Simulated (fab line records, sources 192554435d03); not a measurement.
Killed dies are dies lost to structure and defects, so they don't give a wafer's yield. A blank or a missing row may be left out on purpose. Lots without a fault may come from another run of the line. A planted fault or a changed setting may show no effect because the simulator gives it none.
Split-lot experiment | flow n5_finfet | 7 lots, 21 wafers read, on a route of 1938 steps

THE SPLIT
At N5_BEOL_M15_PEB_26 (peb time 90 s), the setting peb_temp_c was moved away from the recipe's 130 C on 7 of the 21 wafers read, by -2.4% to +2.8%. The other wafers ran this setting at the recipe's value.

FROM THE SPLIT TO THE READING: what the file shows between them, 2 steps
- N5_BEOL_M15_DEVELOP_27: develop time 45 s
- N5_BEOL_M15_HARDBAKE_32: time 120 s

THE READING
cd_nm, in nm, at N5_BEOL_M15_CD_MEAS_28 (target cd 407.6 nm). Fault-free wafers of this fab line usually give 407.7 nm, standard deviation 1.7 nm.

wafer  | tool, chamber at the split | peb_temp_c as run, C | against the recipe | cd_nm, nm | against lot-mates on the recipe
L075.3 | litho_track-05, 0          | 130                  | recipe             | 406.6     | -
L075.4 | litho_track-05, 0          | 130                  | recipe             | 406.7     | -
L075.5 | litho_track-05, 0          | 126.9                | -2.4%              | 393.3     | -13.3
L077.1 | litho_track-05, 0          | 133.3                | +2.5%              | 421.2     | +12.3
L077.3 | litho_track-05, 0          | 130                  | recipe             | 408.7     | -
L077.6 | litho_track-05, 0          | 130                  | recipe             | 409.1     | -
L086.1 | litho_track-05, 0          | 130                  | recipe             | 410.5     | -
L086.4 | litho_track-05, 0          | 130                  | recipe             | 407.9     | -
L086.6 | litho_track-05, 0          | 133.6                | +2.8%              | 421.5     | +12.3
L084.2 | litho_track-01, 0          | 130                  | recipe             | 409.8     | -
L084.5 | litho_track-01, 0          | 130                  | recipe             | 408.9     | -
L084.6 | litho_track-01, 0          | 130                  | recipe             | 409.0     | -
L087.3 | litho_track-03, 0          | 133.3                | +2.5%              | 420.1     | +12.7
L087.4 | litho_track-03, 0          | 133.3                | +2.5%              | 417.5     | +10.1
L087.6 | litho_track-03, 0          | 130                  | recipe             | 407.4     | -
L091.1 | litho_track-03, 0          | 130                  | recipe             | 405.8     | -
L091.3 | litho_track-03, 0          | 128.8                | -0.9%              | 401.3     | -4.5
L091.4 | litho_track-03, 0          | 128.8                | -0.9%              | 400.4     | -5.4
L097.4 | litho_track-03, 0          | 130                  | recipe             | 408.1     | -
L097.5 | litho_track-03, 0          | 130                  | recipe             | 407.8     | -
L097.6 | litho_track-03, 0          | 130                  | recipe             | 404.8     | -

THE FIT
A straight line over all 21 wafers: cd_nm changes by +5.17 nm for each +1% of peb_temp_c; r = +0.97; the points scatter about the line by 1.7 nm.
The same after taking each lot's own level away (the mean of its wafers on the recipe; 21 wafers): +4.82 nm for each +1%; r = +0.99; scatter 1 nm.
On that fit, the largest move of peb_temp_c shifts the reading by 13 nm.
The lots' own levels span 405.80 to 409.23 nm, that is 2.0 times the standard deviation above.
So the lot-to-lot level changes the slope little: the two slopes agree.
Check: with one of the wafers moved furthest among these (+2.8%) left out of the fit, the line predicts +13.3 nm for it against its lot-mates. It came out at +12.3 nm against them.

OTHER SPLITS ON THESE WAFERS
These wafers also went through other splits before the reading. Each is held against what the fit with the lots' levels taken away leaves over:
other split on the same wafers | wafers away from the commonest value | r with cd_nm (lot level and that fit taken away)
N5_BEOL_M14_ETCH_59 time_s     | 3                                    | -0.16

THE WHOLE CHAIN: every reading that the file lists as answering this split, in the file's order
step                       | what it does                                                            | reading                                                         | change (the file's fit)              | r (the file's)
N5_BEOL_M15_CD_MEAS_28     | target cd 407.6 nm                                                      | cd_nm                                                           | +4.82 nm for each +1% of the setting | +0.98
N5_BEOL_M15_DESCUM_33      | chemistry O2, time 7.9 s                                                | BEOL_M15.cd_nm (the simulator's own value, which no gauge read) | +4.85 nm for each +1% of the setting | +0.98
N5_BEOL_M15_ETCH_61        | etches BARC in N2/H2, target depth 89 nm, overetch 26.7 nm, time 67.9 s | BEOL_M15.cd_nm (the simulator's own value, which no gauge read) | +4.72 nm for each +1% of the setting | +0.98
N5_BEOL_M15_TRENCH_ETCH_34 | etches SiO2 in C4F8/O2/Ar, target depth 872.93 nm, time 199 s           | BEOL_M15.cd_nm (the simulator's own value, which no gauge read) | +4.48 nm for each +1% of the setting | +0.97

THE FILE'S OWN FIT
cd_nm changes by +4.82 nm for each +1% of peb_temp_c, r = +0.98.
